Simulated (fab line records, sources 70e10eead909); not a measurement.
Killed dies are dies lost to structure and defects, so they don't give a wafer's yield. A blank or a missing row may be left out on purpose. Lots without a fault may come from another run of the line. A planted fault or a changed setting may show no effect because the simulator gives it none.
Chamber matching | flow nand_harc | NHARC_P_BONDPAD_STRIP_15 on rie_diel-01: 4 sister chambers
The step strips in O2. 18 wafers are shown with their chamber, then 9 later ones without.

WAFERS WITH THEIR CHAMBER
wafer  | chamber | showerhead_plenum_p_Torr (Torr) | drypump_motor_current_A (A) | oes_product_au (a.u.)
L075.3 | 1       | 3.66                            | 6.7                         | 1.001
L075.4 | 2       | 3.80                            | 6.1                         | 0.992
L075.5 | 2       | 3.80                            | 6.1                         | 0.994
L077.1 | 3       | 3.64                            | 4.7                         | 1.007
L077.4 | 1       | 3.66                            | 6.6                         | 1.000
L077.6 | 3       | 3.64                            | 4.7                         | 0.994
L084.4 | 2       | 3.79                            | 6.1                         | 0.996
L084.5 | 2       | 3.79                            | 6.1                         | 1.004
L084.6 | 1       | 3.66                            | 6.6                         | 1.011
L086.3 | 1       | 3.66                            | 6.6                         | 1.008
L086.5 | 1       | 3.66                            | 6.7                         | 1.006
L086.6 | 0       | 3.47                            | 5.8                         | 1.019
L089.1 | 0       | 3.47                            | 5.8                         | 1.001
L089.3 | 3       | 3.64                            | 4.7                         | 1.010
L089.6 | 2       | 3.79                            | 6.1                         | 1.002
L090.3 | 1       | 3.66                            | 6.6                         | 1.002
L090.4 | 0       | 3.47                            | 5.8                         | 1.003
L090.5 | 3       | 3.64                            | 4.7                         | 1.014

SIGNATURES (means of the wafers above)
reading                  | chamber 0 | chamber 1 | chamber 2 | chamber 3 | scatter within a chamber
showerhead_plenum_p_Torr | 3.4700    | 3.6600    | 3.7940    | 3.6400    | 0.00293
drypump_motor_current_A  | 5.800     | 6.633     | 6.100     | 4.700     | 0.0309
oes_product_au           | 1.00767   | 1.00467   | 0.99760   | 1.00625   | 0.00667
Rule: a wafer's distance from a chamber is the root of the sum, over the readings, of the square of ((its reading less the chamber's mean) divided by the reading's scatter). The wafer belongs to the nearest chamber; if the next one is less than 2 further off, it can't be placed. The scatter: the root of (the sum of the squares of (reading less its chamber's mean) over the shown wafers, divided by (wafers less chambers)).

WAFERS WITHOUT THEIR CHAMBER
wafer  | showerhead_plenum_p_Torr (Torr) | drypump_motor_current_A (A) | oes_product_au (a.u.)
L092.1 | 3.79                            | 6.1                         | 1.008
L092.3 | 3.64                            | 4.7                         | 0.999
L092.6 | 3.64                            | 4.7                         | 1.003
L095.2 | 3.66                            | 6.6                         | 1.002
L095.3 | 3.47                            | 5.8                         | 0.999
L095.4 | 3.79                            | 6.1                         | 1.011
L096.1 | 3.79                            | 6.1                         | 1.001
L096.2 | 3.47                            | 5.8                         | 1.005
L096.3 | 3.66                            | 6.6                         | 1.001

WHICH CHAMBER EACH WENT THROUGH
wafer  | from the rows above | in truth
L092.1 | 2                   | 2
L092.3 | 3                   | 3
L092.6 | 3                   | 3
L095.2 | 1                   | 1
L095.3 | 0                   | 0
L095.4 | 2                   | 2
L096.1 | 2                   | 2
L096.2 | 0                   | 0
L096.3 | 1                   | 1
Placed correctly: 9 of 9. Can't be placed from these rows: 0. Placed wrongly: 0.
